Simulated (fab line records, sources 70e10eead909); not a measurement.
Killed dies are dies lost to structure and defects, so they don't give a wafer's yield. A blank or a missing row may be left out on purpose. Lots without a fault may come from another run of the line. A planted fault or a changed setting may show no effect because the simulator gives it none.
Problem report in the 8D (eight disciplines) form, filled by code | flow nand_harc | the parts of the form that need people (team, actions taken, sign-off) are left out

1. THE PROBLEM
thk_nm at NHARC_A_ONON_D1_THK_MEAS_05 reads a mean of 1574 nm on 6 wafers of 2 lots; wafers without a fault read 1003 nm with a standard deviation of 11. That is +52 standard deviations from the usual mean.
The step: measures by ellipsometry.
First seen on wafer L315.1, day 10 04:27, on film_metro-01. The record holds 39 wafers of 13 lots with a number at this step. Rule for "out", or "out of limits": more than 4 standard deviations from the usual mean. The other wafers with a number count as sound.

2. WHAT IT IS AND WHAT IT IS NOT
question                    | is                           | is not
which readings at this step | thk_nm                       | -
which lots                  | L315, L319                   | L309, L310, L311, L312, L313, L314, L324, L326, L328, L329, L330
which wafers of those lots  | all that have a number       | -
read on which gauges        | film_metro-01, film_metro-02 | -
when                        | from day 10 04:27            | up to then (18 sound wafers); but 15 sound wafers of L324, L326, L328, L329, L330 came after

3. SUSPECTS, AND WHAT RULES EACH OUT
Counting: a tool at a process step up to the reading stays a suspect if it ran every lot that is out and no sound lot after the first of them.
- the gauge at NHARC_A_ONON_D1_THK_MEAS_05: ruled out. The wafers that are out were read on 2 gauges (film_metro-01, film_metro-02).
- pecvd_onon-03 at NHARC_A_ONON_D1_DEP_03 (target thk 1000 nm): ruled out as a lasting fault. Sound lots L324, L326, L328, L329, L330 ran on it after its first lot that is out, L315 (day 10 03:56).
Left after counting: nothing in the record.

4. THE CAUSE (what the simulator had put in)
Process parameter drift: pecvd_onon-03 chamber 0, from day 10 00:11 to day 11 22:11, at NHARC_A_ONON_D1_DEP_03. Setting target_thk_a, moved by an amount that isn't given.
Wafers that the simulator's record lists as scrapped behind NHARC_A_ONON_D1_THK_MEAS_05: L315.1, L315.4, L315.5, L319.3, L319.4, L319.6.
Counting ruled it out, wrongly: the rule takes a fault to strike every lot that its tool runs from its start on, and this one did not.

5. THE CHAIN OF EFFECTS, in route order
Each row: a reading whose mean over the struck wafers that have a number lies more than 3 standard deviations from the usual. Only readings for which the record gives a usual standard deviation are gone through. hours: the time from each lot's start at the first step in this table that gives one to its start at this step, as a median over the lots. sigmas: the change in usual standard deviations.
hours | step                        | reading | usual   | on struck wafers | change | sigmas
0     | NHARC_A_ONON_D1_THK_MEAS_05 | thk_nm  | 1003 nm | 1574             | +571   | +52

6. WHAT WOULD HAVE CAUGHT IT SOONER
In this record the first reading out of limits at a measuring or inspecting step was taken at day 10 04:27, 4 hours after the fault began at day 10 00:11.
Of the tool readings at NHARC_A_ONON_D1_DEP_03 for which the record gives a usual standard deviation, none was out on any struck wafer, so an alarm limit of 4 standard deviations on them would not have fired.
